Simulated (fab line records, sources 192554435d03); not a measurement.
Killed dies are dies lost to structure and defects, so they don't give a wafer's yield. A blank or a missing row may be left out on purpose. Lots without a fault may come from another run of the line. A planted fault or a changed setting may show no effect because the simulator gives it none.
Chamber matching | flow n5_finfet | N5_BEOL_M14_DESCUM_15 on rie_diel-04: 4 sister chambers
The step chemistry O2, time 7.9 s. 14 wafers are shown with their chamber, then 7 later ones without.

WAFERS WITH THEIR CHAMBER
wafer  | chamber | drypump_motor_current_A (A) | throttle_valve_pct (%) | oes_product_au (a.u.)
L075.1 | 1       | 5.8                         | 20.15                  | 0.71
L075.4 | 0       | 4.9                         | 20.53                  | 0.79
L075.6 | 1       | 5.7                         | 20.16                  | 0.72
L080.1 | 0       | 4.9                         | 20.56                  | 0.78
L080.3 | 3       | 5.8                         | 20.33                  | 0.67
L080.4 | 1       | 5.7                         | 20.18                  | 0.70
L079.2 | 2       | 6.8                         | 20.42                  | 1.00
L079.3 | 1       | 5.7                         | 20.17                  | 0.71
L079.5 | 3       | 5.8                         | 20.33                  | 0.67
L086.1 | 2       | 6.8                         | 20.44                  | 0.92
L086.4 | 0       | 4.9                         | 20.58                  | 0.76
L086.5 | 1       | 5.7                         | 20.19                  | 0.70
L092.2 | 0       | 5.0                         | 20.62                  | 0.75
L092.3 | 2       | 6.8                         | 20.46                  | 0.90

SIGNATURES (means of the wafers above)
reading                 | chamber 0 | chamber 1 | chamber 2 | chamber 3 | scatter within a chamber
drypump_motor_current_A | 4.925     | 5.720     | 6.800     | 5.800     | 0.0394
throttle_valve_pct      | 20.5725   | 20.1700   | 20.4400   | 20.3300   | 0.0246
oes_product_au          | 0.7700    | 0.7080    | 0.9400    | 0.6700    | 0.0262
Rule: a wafer's distance from a chamber is the root of the sum, over the readings, of the square of ((its reading less the chamber's mean) divided by the reading's scatter). The wafer belongs to the nearest chamber; if the next one is less than 2 further off, it can't be placed. The scatter: the root of (the sum of the squares of (reading less its chamber's mean) over the shown wafers, divided by (wafers less chambers)).

WAFERS WITHOUT THEIR CHAMBER
wafer  | drypump_motor_current_A (A) | throttle_valve_pct (%) | oes_product_au (a.u.)
L092.6 | 6.8                         | 20.45                  | 0.90
L094.3 | 5.8                         | 20.00                  | 0.89
L094.5 | 5.8                         | 19.99                  | 0.90
L094.6 | 4.9                         | 20.64                  | 0.74
L093.1 | 5.7                         | 19.74                  | 0.94
L093.3 | 6.7                         | 20.44                  | 0.87
L093.5 | 5.8                         | 20.01                  | 0.90

WHICH CHAMBER EACH WENT THROUGH
wafer  | from the rows above | in truth
L092.6 | 2                   | 2
L094.3 | 1                   | 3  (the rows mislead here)
L094.5 | 1                   | 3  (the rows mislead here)
L094.6 | 0                   | 0
L093.1 | 1                   | 1
L093.3 | 2                   | 2
L093.5 | 1                   | 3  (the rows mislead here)
Placed correctly: 4 of 7. Can't be placed from these rows: 0. Placed wrongly: 3.
